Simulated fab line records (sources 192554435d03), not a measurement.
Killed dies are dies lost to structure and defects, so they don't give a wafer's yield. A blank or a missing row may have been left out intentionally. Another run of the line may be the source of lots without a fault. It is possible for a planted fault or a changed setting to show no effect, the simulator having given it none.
fab line records | flow n5_finfet
record: lots: 5 | wafers: 13 | last_day: 17
route steps=1938 shown BEOL_M4@1099 BEOL_M5@1112 PASSIVATION@1910
lots untouched by any fault: they come from a run of this same line in which no faults occurred
start_h: start of the lot's first displayed wafer, in hours after the record's first day | wait_h: time in hours since the lot's previous step | " the same as in the row above | L1.1+2: a single row standing in for several wafers | - no value, or no start was given | * or withheld: withheld | < > ~ a bound
route shown NAME@n: names a module that has steps shown in the file, with the first one's number in the route | usual: mean/standard deviation taken from wafers without a fault | same: alike in all rows | chamber/n: place in a boat | sites: each site's reading | _std_site: their standard deviation | _edge_site: mean of outer sites minus mean of inner sites | radius_mm: how far each site lies from the wafer's centre | mask NAME#n: copy n | behind: the tool/chamber that last shaped the wafer | hold: why the lot was held/for how many hours/how that ended | device: whichever transistor did not switch (one of n, p or np) | end of line: tests run on the same wafers once the route is complete | step lacking rows: just its recipe | killed: count of dies lost to structure and defects at first sort (not the wafer's yield) | map: the dies of a wafer, with x for killed, . for not killed, _ for no die there
set.NAME: the setting that was run; set.NAME@STEP: the one run at that earlier step | model.NAME: the simulator's own value behind a step, which no gauge read
a table for each step, a row for each wafer; lots at some steps of the route
services: when a tool's chamber went out of use (start_h, in hours from the record's first day, below 0 if earlier), for how many hours, and the reason
== steps ==
step: N5_BEOL_M4_ANNEAL_95
recipe: temp_c: 400 | time_s: 240 | ambient: vacuum
step: N5_BEOL_M4_SPUTTER_96
recipe: material: Cu | target_thk_a: 45 | temp_c: -20 | chamber_pressure_pa: 0.07 | power_w: withheld | time_s: 8.29
step: N5_BEOL_M4_ECD_50
recipe: material: Cu | target_thk_a: 3000
step: N5_BEOL_M4_ANNEAL_51
recipe: temp_c: 225 | time_s: 90 | ambient: N2
step: N5_BEOL_M4_CMP_52
recipe: stop_on: SiOC | t_overpolish_s: 6.8 | down_force_psi: 1 | platen_rpm: 50 | clearing_platen_down_force_psi: 1.5 | clearing_platen_rpm: 50 | post_cmp_clean: cu_alkaline | target_thk_nm: 40 | clearing_platen_pad_velocity_m_s: 0.99484 | pad_velocity_m_s: 0.99484
step: N5_BEOL_M4_PRE_CLEAN_60
recipe: gas: NH3/H2 | time_s: 15 | temp_c: * | rf_power_w: 300
step: N5_BEOL_M4_CO_CAP_55
recipe: material: Co | target_thk_a: 20 | temp_c: 200 | precursor: CCTBA/H2 | pressure_torr: 30 | time_s: 102.1
step: N5_BEOL_M4_PRE_CLEAN_56
recipe: gas: NH3 | time_s: 15 | temp_c: withheld | rf_power_w: 300
step: N5_BEOL_M4_DEP_57
recipe: material: SiCN | target_thk_a: 80 | temp_c: withheld | precursor: 3MS/NH3 | pressure_torr: 3 | rf_w: 202 | time_s: 14
step: N5_BEOL_M4_RC_MEAS_101
usual: DIBL_N: 36.1/1.5 | DIBL_P: 36.1/1.9 | IOFF_N: 0.159/0.029 | IOFF_P: 0.21/0.038 | ION_N: 675/11 | ION_P: 464/8.1 | SS_N: 71.5/0.57 | SS_P: 73.3/0.64 | VT_N: 249/3.1 | VT_P: -250/3.8
lot.wafer | tool      | chamber | start_h | wait_h | DIBL_N[mV/V] | DIBL_P[mV/V] | IOFF_N[nA/um] | IOFF_P[nA/um] | ION_N[uA/um] | ION_P[uA/um] | SS_N[mV/dec] | SS_P[mV/dec] | VT_N[mV] | VT_P[mV]
L141.3    | prober-02 | 0       | 193.20  | 0.4    | 33.5         | 33.5         | 0.125         | 0.17          | 664          | 457          | 71.5         | 72.7         | 251      | -256
L141.5    | "         | 0       | "       | "      | 35.7         | 34.8         | 0.148         | 0.19          | 676          | 462          | 71.3         | 73.4         | 252      | -253
L141.6    | "         | 0       | "       | "      | 32.4         | 32.2         | 0.111         | 0.16          | 666          | 458          | 70.1         | 72.4         | 253      | -253
L143.2    | prober-02 | 0       | 199.85  | 0.2    | 37.1         | 36.0         | 0.168         | 0.21          | 689          | 466          | 71.5         | 73.3         | 247      | -250
L143.3    | "         | 0       | "       | "      | 38.0         | 36.6         | 0.181         | 0.22          | 684          | 468          | 72.0         | 73.3         | 245      | -251
L143.4    | "         | 0       | "       | "      | 35.9         | 34.7         | 0.140         | 0.19          | 678          | 465          | 72.1         | 72.8         | 249      | -251
L147.3    | prober-01 | 0       | 221.56  | 0.3    | 33.0         | 32.5         | 0.120         | 0.17          | 654          | 455          | 70.6         | 72.0         | 255      | -251
L147.6    | "         | 0       | "       | "      | 35.3         | 36.2         | 0.160         | 0.22          | 673          | 468          | 71.2         | 73.7         | 249      | -247
L148.1    | prober-01 | 0       | 226.72  | 0.0    | 35.2         | 34.5         | 0.148         | 0.24          | 674          | 467          | 71.2         | 73.2         | 250      | -246
L148.4    | "         | 0       | "       | "      | 37.5         | 37.0         | 0.194         | 0.28          | 686          | 480          | 72.1         | 74.1         | 246      | -243
L159.3    | prober-02 | 0       | 306.34  | 0.3    | 36.7         | 36.3         | 0.176         | 0.27          | 684          | 475          | 70.9         | 73.5         | 246      | -244
L159.4    | "         | 0       | "       | "      | 35.1         | 35.1         | 0.153         | 0.27          | 675          | 482          | 70.9         | 73.0         | 249      | -242
L159.5    | "         | 0       | "       | "      | 37.2         | 36.5         | 0.166         | 0.28          | 673          | 471          | 72.3         | 73.6         | 251      | -243
step: N5_BEOL_M5_ILD_DEP_00
recipe: material: SiCOH_lowk | target_thk_a: 1406.4 | temp_c: 300 | precursor: DEMS/porogen | pressure_torr: 5 | rf_w: 500 | time_s: 25.9
step: N5_BEOL_M5_CURE_79
recipe: temp_c: 385 | time_s: 240 | ambient: He/Ar | material: SiCOH_lowk
step: N5_BEOL_M5_PECVD_70
recipe: material: SiO2 | target_thk_a: 160 | temp_c: 400 | precursor: TEOS/O2 | pressure_torr: 5.5 | rf_w: 450 | teos_flow_sccm: 53.8 | gas: O2 | flow_sccm: 3000 | time_s: 18
step: N5_BEOL_M5_HM_DEP_02
recipe: material: TiN | target_thk_a: 200 | temp_c: 25 | chamber_pressure_pa: 0.49996
step: N5_BEOL_M5_COAT_59
recipe: resist: SOC | temp_c: 250 | time_s: 60 | spin_rpm: 1500 | resist_thk_nm: 60
step: N5_BEOL_M5_COAT_60
recipe: resist: SiARC | temp_c: 220 | time_s: 60 | spin_rpm: 1500 | resist_thk_nm: 12
step: N5_BEOL_M5_COAT_71
recipe: resist: underlayer | temp_c: 205 | time_s: 60 | spin_rpm: 1500 | resist_thk_nm: 5
step: N5_BEOL_M5_COAT_05
recipe: resist: CAR-EUV | spin_rpm: 1500 | resist_thk_nm: 30
step: N5_BEOL_M5_EBR_07
recipe: solvent: PGMEA | ebr_width_mm: 1.5
step: N5_BEOL_M5_SOFTBAKE_06
recipe: temp_c: 110 | time_s: 60 | resist: CAR-EUV
step: N5_BEOL_M5_EXPOSE_08
recipe: mask_id: M5 | na: 0.33 | source_shape: annular | sigma_inner: 0.4 | sigma_outer: 0.8 | polarization: unpolarized | target_cd_nm: 28 | dose_mj: 35.75
step: N5_BEOL_M5_PEB_09
recipe: peb_temp_c: 100 | peb_time_s: 60 | resist: CAR-EUV
step: N5_BEOL_M5_DEVELOP_10
recipe: develop_time_s: 30 | developer: TMAH | resist: CAR-EUV | rinse_liquid: surfactant_rinse | dry: air_spin | dev_temp_c: 23
step: N5_BEOL_M5_DESCUM_16
recipe: chemistry: O2 | time_s: 7 | source_power_w: 50 | bias_power_w: 20 | pressure_mtorr: 20 | rf_frequency_hz: 2.712e+07 | temp_c: 40 | resist: CAR-EUV | o2_flow_sccm: 225
step: N5_BEOL_M5_ETCH_72
recipe: chemistry: N2/H2 | target: underlayer | target_depth_a: 65 | mask_material: CAR-EUV | time_s: 5.2 | ion_energy_ev: 200 | pressure_mtorr: 30 | source_w: 840 | bias_w: 150 | n2_flow_sccm: 200 | h2_flow_sccm: 200 | ends: cleared
step: N5_BEOL_M5_ETCH_61
recipe: chemistry: CF4 | target: SiARC | target_depth_a: 156 | mask_material: CAR-EUV | time_s: 26 | ion_energy_ev: 80 | pressure_mtorr: 40 | source_w: 545 | bias_w: 36 | Ar_flow_sccm: 100 | cf4_flow_sccm: 100 | ends: cleared
step: N5_BEOL_M5_ETCH_62
recipe: chemistry: N2/H2 | target: SOC | target_depth_a: 750 | overetch_a: 150 | mask_material: SiARC | temp_c: 40 | time_s: 112.5 | ion_energy_ev: 200 | pressure_mtorr: 30 | source_w: 840 | bias_w: 150 | n2_flow_sccm: 200 | h2_flow_sccm: 200
step: N5_BEOL_M5_STRIP_63
recipe: chemistry: N2/H2 | temp_c: 40 | n2_flow_sccm: 200 | h2_flow_sccm: 200 | rf_frequency_hz: 6e+07
step: N5_BEOL_M5_STRIP_73
recipe: chemistry: N2/H2 | temp_c: 40 | n2_flow_sccm: 200 | h2_flow_sccm: 200 | rf_frequency_hz: 6e+07
step: N5_BEOL_M5_STRIP_64
recipe: chemistry: CF4 | resist: SiARC | power_w: 300 | bias_power_w: 75 | pressure_mtorr: 50 | cf4_flow_sccm: 150 | rf_frequency_hz: 6e+07
step: N5_BEOL_M5_HM_OPEN_17
recipe: chemistry: Cl2/BCl3 | target_depth_a: 200 | overetch_a: 60 | target: TiN | mask_material: SOC | ion_energy_ev: 150 | pressure_mtorr: 10 | icp_w: 1000 | bias_w: 126 | Cl2_flow_sccm: 53.25 | bcl3_flow_sccm: 21.75 | Ar_flow_sccm: 25
step: N5_BEOL_M5_STRIP_19
recipe: chemistry: O2 | power_w: 400 | temp_c: 40 | pressure_mtorr: 30 | rf_frequency_hz: 6e+07 | bias_power_w: 0 | overash_fraction: 0.2 | o2_flow_sccm: 225
step: N5_BEOL_M5_COAT_65
recipe: resist: SOC | temp_c: 250 | time_s: 60 | spin_rpm: 1500 | resist_thk_nm: 60
step: N5_BEOL_M5_COAT_66
recipe: resist: SiARC | temp_c: 220 | time_s: 60 | spin_rpm: 1500 | resist_thk_nm: 12
step: N5_PASSIVATION_ETCH_59
recipe: chemistry: Cl2/BCl3 | target: TaN | target_depth_a: 650 | time_s: 34.9 | ion_energy_ev: 100 | pressure_mtorr: 10 | icp_w: 900 | bias_w: 100 | Cl2_flow_sccm: 60 | bcl3_flow_sccm: 30
usual: drypump_motor_current_A: 5.62/0.16 | oes_product_au: 0.81/0.11 | throttle_valve_pct: 21.16/0.18
lot.wafer | tool         | chamber | start_h | wait_h | drypump_motor_current_A | oes_product_au | rf_hours_counter_h | throttle_valve_pct | model.etch.depth_nm
L141.3    | rie_metal-02 | 0       | 282.31  | 0.5    | 5.88                    | 0.83           | -                  | 21.27              | 64.22
L141.5    | "            | 0       | "       | "      | 5.86                    | 0.82           | -                  | 21.28              | 63.71
L141.6    | "            | 0       | "       | "      | 5.87                    | 0.83           | -                  | 21.26              | 64.2
L143.2    | rie_metal-02 | 1       | 306.82  | 0.3    | 5.64                    | 0.97           | 2                  | 20.89              | 66.12
L143.3    | "            | 1       | "       | "      | 5.63                    | 0.95           | -                  | 20.89              | 65.93
L143.4    | "            | 0       | "       | "      | 5.87                    | 0.82           | -                  | 21.25              | 41.56
L147.3    | rie_metal-02 | 0       | 322.47  | 0.2    | 5.88                    | 0.80           | -                  | 21.30              | 63.26
L147.6    | "            | 1       | "       | "      | 5.66                    | 0.94           | -                  | 20.89              | 42.55
L148.1    | rie_metal-02 | 0       | 334.09  | 0.3    | 5.86                    | 0.81           | 26                 | 21.28              | 63.76
L148.4    | "            | 1       | "       | "      | 5.63                    | 0.93           | -                  | 20.93              | 42.73
L159.3    | rie_metal-03 | 0       | 410.39  | 0.2    | 5.51                    | 0.92           | -                  | 21.03              | 66.94
L159.4    | "            | 1       | "       | "      | 5.61                    | 0.88           | -                  | 21.25              | 65.66
L159.5    | "            | 0       | "       | "      | 5.49                    | 0.94           | -                  | 21.03              | 67.47
step: N5_PASSIVATION_PROBE_49
usual: defect_limited_yield: 91.5/1.6 | killed_at_M0_to_M3: 33/10 | killed_at_M4_up: 13/5.6 | killed_at_contacts: 13/6 | killed_at_front_end: 39/12 | killed_at_other: 3.0/2.8 | killed_dies: 101/19 | killed_on_rim: 13/4 | killed_open: 65/13 | killed_short: 32/8.3 | sort_bin_5_function: 5.0/1 | sort_bin_6_memory: 3.1/0.69 | sort_n_pass: 1079/19 | sort_yield_pct: 91.5/1.6
same: gross_dies: 1180 | killed_at_back_side: 0 | sort_bin_4_leakage[%]: 0 | sort_bin_8_speed[%]: 0
lot.wafer | tool      | chamber | start_h | wait_h | defect_limited_yield[%] | killed_at_M0_to_M3 | killed_at_M4_up | killed_at_contacts | killed_at_front_end | killed_at_other | killed_dies | killed_on_rim | killed_open | killed_short | sort_bin_5_function[%] | sort_bin_6_memory[%] | sort_n_pass | sort_yield_pct[%]
L143.4    | prober-01 | -       | 311.60  | 0.2    | 0                       | 45                 | 9               | 10                 | 48                  | 1068            | 1180        | 152           | 84          | 36           | 95.7                   | 4.1                  | 0           | 0
L147.6    | prober-01 | -       | 327.44  | 0.3    | 0                       | 25                 | 15              | 14                 | 59                  | 1067            | 1180        | 152           | 71          | 41           | 95.5                   | 3.9                  | 0           | 0
L148.4    | prober-02 | -       | 338.53  | 0.2    | 0                       | 46                 | 12              | 4                  | 24                  | 1094            | 1180        | 152           | 60          | 27           | 97.2                   | 2.6                  | 0           | 0
killed by level:class
L143.4 PASSIVATION:area_etch=1060 BEOL_M3:geometric_particle:open=14 FIN_SAQP:geometric_particle:open=13 STI_FIN_REVEAL:geometric_particle:open=9 MOL_CONTACT_COAG:geometric_particle:open=9 BEOL_M0_SAQP:geometric_particle:open=9 BEOL_M2:geometric_particle:open=8 GATE_CUT:geometric_particle:short=7
L147.6 PASSIVATION:area_etch=1066 STI_FIN_REVEAL:geometric_particle:open=18 FIN_SAQP:geometric_particle:short=13 MOL_CONTACT_COAG:geometric_particle:open=11 DUMMY_GATE:geometric_particle:open=7 BEOL_M0_SAQP:geometric_particle:short=7 FIN_SAQP:geometric_particle:open=5 STI_FIN_REVEAL:geometric_particle:short=5
L148.4 PASSIVATION:area_etch=1092 BEOL_M2:geometric_particle:open=16 BEOL_M3:geometric_particle:open=10 FIN_SAQP:geometric_particle:open=6 BEOL_M2:geometric_particle:short=5 MOL_CONTACT_COAG:geometric_particle:open=4 BEOL_M0_SAQP:geometric_particle:short=4 BEOL_M1:geometric_particle:open=4
map L143.4 (x killed, . not)
_________________xxxxxxxxxxxx________________
______________xxxxxxxxxxxxxxxxxx_____________
___________xxxxxxxxxxxxxxxxxxxxxxxx__________
__________xxxxxxxxxxxxxxxxxxxxxxxxxx_________
________xxxxxxxxxxxxxxxxxxxxxxxxxxxxxx_______
_______xxxxxxxxxxxxxxxxxxxxxxxxxxxxxxxx______
______xxxxxxxxxxxxxxxxxxxxxxxxxxxxxxxxxx_____
_____xxxxxxxxxxxxxxxxxxxxxxxxxxxxxxxxxxxx____
____xxxxxxxxxxxxxxxxxxxxxxxxxxxxxxxxxxxxxx___
___xxxxxxxxxxxxxxxxxxxxxxxxxxxxxxxxxxxxxxxx__
___xxxxxxxxxxxxxxxxxxxxxxxxxxxxxxxxxxxxxxxx__
__xxxxxxxxxxxxxxxxxxxxxxxxxxxxxxxxxxxxxxxxxx_
__xxxxxxxxxxxxxxxxxxxxxxxxxxxxxxxxxxxxxxxxxx_
_xxxxxxxxxxxxxxxxxxxxxxxxxxxxxxxxxxxxxxxxxxxx
_xxxxxxxxxxxxxxxxxxxxxxxxxxxxxxxxxxxxxxxxxxxx
_xxxxxxxxxxxxxxxxxxxxxxxxxxxxxxxxxxxxxxxxxxxx
_xxxxxxxxxxxxxxxxxxxxxxxxxxxxxxxxxxxxxxxxxxxx
_xxxxxxxxxxxxxxxxxxxxxxxxxxxxxxxxxxxxxxxxxxxx
_xxxxxxxxxxxxxxxxxxxxxxxxxxxxxxxxxxxxxxxxxxxx
_xxxxxxxxxxxxxxxxxxxxxxxxxxxxxxxxxxxxxxxxxxxx
_xxxxxxxxxxxxxxxxxxxxxxxxxxxxxxxxxxxxxxxxxxxx
__xxxxxxxxxxxxxxxxxxxxxxxxxxxxxxxxxxxxxxxxxx_
__xxxxxxxxxxxxxxxxxxxxxxxxxxxxxxxxxxxxxxxxxx_
___xxxxxxxxxxxxxxxxxxxxxxxxxxxxxxxxxxxxxxxx__
___xxxxxxxxxxxxxxxxxxxxxxxxxxxxxxxxxxxxxxxx__
____xxxxxxxxxxxxxxxxxxxxxxxxxxxxxxxxxxxxxx___
_____xxxxxxxxxxxxxxxxxxxxxxxxxxxxxxxxxxxx____
______xxxxxxxxxxxxxxxxxxxxxxxxxxxxxxxxxx_____
_______xxxxxxxxxxxxxxxxxxxxxxxxxxxxxxxx______
________xxxxxxxxxxxxxxxxxxxxxxxxxxxxxx_______
__________xxxxxxxxxxxxxxxxxxxxxxxxxx_________
___________xxxxxxxxxxxxxxxxxxxxxxxx__________
______________xxxxxxxxxxxxxxxxxx_____________
_________________xxxxxxxxxxxx________________
map L147.6 (x killed, . not)
_________________xxxxxxxxxxxx________________
______________xxxxxxxxxxxxxxxxxx_____________
___________xxxxxxxxxxxxxxxxxxxxxxxx__________
__________xxxxxxxxxxxxxxxxxxxxxxxxxx_________
________xxxxxxxxxxxxxxxxxxxxxxxxxxxxxx_______
_______xxxxxxxxxxxxxxxxxxxxxxxxxxxxxxxx______
______xxxxxxxxxxxxxxxxxxxxxxxxxxxxxxxxxx_____
_____xxxxxxxxxxxxxxxxxxxxxxxxxxxxxxxxxxxx____
____xxxxxxxxxxxxxxxxxxxxxxxxxxxxxxxxxxxxxx___
___xxxxxxxxxxxxxxxxxxxxxxxxxxxxxxxxxxxxxxxx__
___xxxxxxxxxxxxxxxxxxxxxxxxxxxxxxxxxxxxxxxx__
__xxxxxxxxxxxxxxxxxxxxxxxxxxxxxxxxxxxxxxxxxx_
__xxxxxxxxxxxxxxxxxxxxxxxxxxxxxxxxxxxxxxxxxx_
_xxxxxxxxxxxxxxxxxxxxxxxxxxxxxxxxxxxxxxxxxxxx
_xxxxxxxxxxxxxxxxxxxxxxxxxxxxxxxxxxxxxxxxxxxx
_xxxxxxxxxxxxxxxxxxxxxxxxxxxxxxxxxxxxxxxxxxxx
_xxxxxxxxxxxxxxxxxxxxxxxxxxxxxxxxxxxxxxxxxxxx
_xxxxxxxxxxxxxxxxxxxxxxxxxxxxxxxxxxxxxxxxxxxx
_xxxxxxxxxxxxxxxxxxxxxxxxxxxxxxxxxxxxxxxxxxxx
_xxxxxxxxxxxxxxxxxxxxxxxxxxxxxxxxxxxxxxxxxxxx
_xxxxxxxxxxxxxxxxxxxxxxxxxxxxxxxxxxxxxxxxxxxx
__xxxxxxxxxxxxxxxxxxxxxxxxxxxxxxxxxxxxxxxxxx_
__xxxxxxxxxxxxxxxxxxxxxxxxxxxxxxxxxxxxxxxxxx_
___xxxxxxxxxxxxxxxxxxxxxxxxxxxxxxxxxxxxxxxx__
___xxxxxxxxxxxxxxxxxxxxxxxxxxxxxxxxxxxxxxxx__
____xxxxxxxxxxxxxxxxxxxxxxxxxxxxxxxxxxxxxx___
_____xxxxxxxxxxxxxxxxxxxxxxxxxxxxxxxxxxxx____
______xxxxxxxxxxxxxxxxxxxxxxxxxxxxxxxxxx_____
_______xxxxxxxxxxxxxxxxxxxxxxxxxxxxxxxx______
________xxxxxxxxxxxxxxxxxxxxxxxxxxxxxx_______
__________xxxxxxxxxxxxxxxxxxxxxxxxxx_________
___________xxxxxxxxxxxxxxxxxxxxxxxx__________
______________xxxxxxxxxxxxxxxxxx_____________
_________________xxxxxxxxxxxx________________
== services ==
tool         | chamber | start_h | hours | kind
rie_metal-02 | 1       | 261.93  | -     | clean
rie_metal-02 | 1       | 261.93  | 24.4  | scheduled_down
rie_metal-02 | 1       | 261.93  | 24.4  | vent_cycle
rie_metal-03 | 1       | 262.40  | -     | clean
rie_metal-03 | 1       | 262.40  | 22.1  | scheduled_down
rie_metal-03 | 1       | 262.40  | 22.1  | vent_cycle
rie_metal-03 | 0       | 284.50  | -     | clean
rie_metal-03 | 0       | 284.50  | 13.2  | scheduled_down
rie_metal-03 | 0       | 284.50  | 13.2  | vent_cycle
rie_metal-03 | 0       | 374.71  | 4.0   | repair
== key ==
first_sign: step: N5_PASSIVATION_PROBE_49 | reading: killed_at_other | direction: up | sigmas: 99+ | usual: 3.0 | struck: 1076.3
effect: step: N5_PASSIVATION_PROBE_49 | reading: sort_bin_5_function | direction: up | sigmas: 88 | usual: 5.0 | struck: 96.1
model_effect: step: N5_PASSIVATION_ETCH_59 | value: etch.depth_nm | without: 65.27 | struck: 42.28
more_kills_born_at: N5_PASSIVATION_ETCH_59@rie_metal-02: 3218
met_at N5_PASSIVATION_ETCH_59
struck_wafers L143.4,L147.6,L148.4
later_rows_left_out L143.4,L147.6,L148.4
baseline_loss: step: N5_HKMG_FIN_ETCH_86 | wafers: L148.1
onset_between 282.31 306.82
fault: kind: process_parameter_drift | tool: rie_metal-02 | chamber: - | onset_h: 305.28 | steps: N5_PASSIVATION_ETCH_59 | channel: time_s | offset: * | shape: step | end_h: 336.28 | scope: struck_wafers_only | acts_in: * | stated: *
later_rows_left_out: the simulator's readings of these wafers behind a module that went badly wrong aren't trusted and aren't shown, but for the sort
baseline_loss: these wafers lose ten dies or more at that step, a loss of the line's own and not of a fault; the sort's usual values leave them out
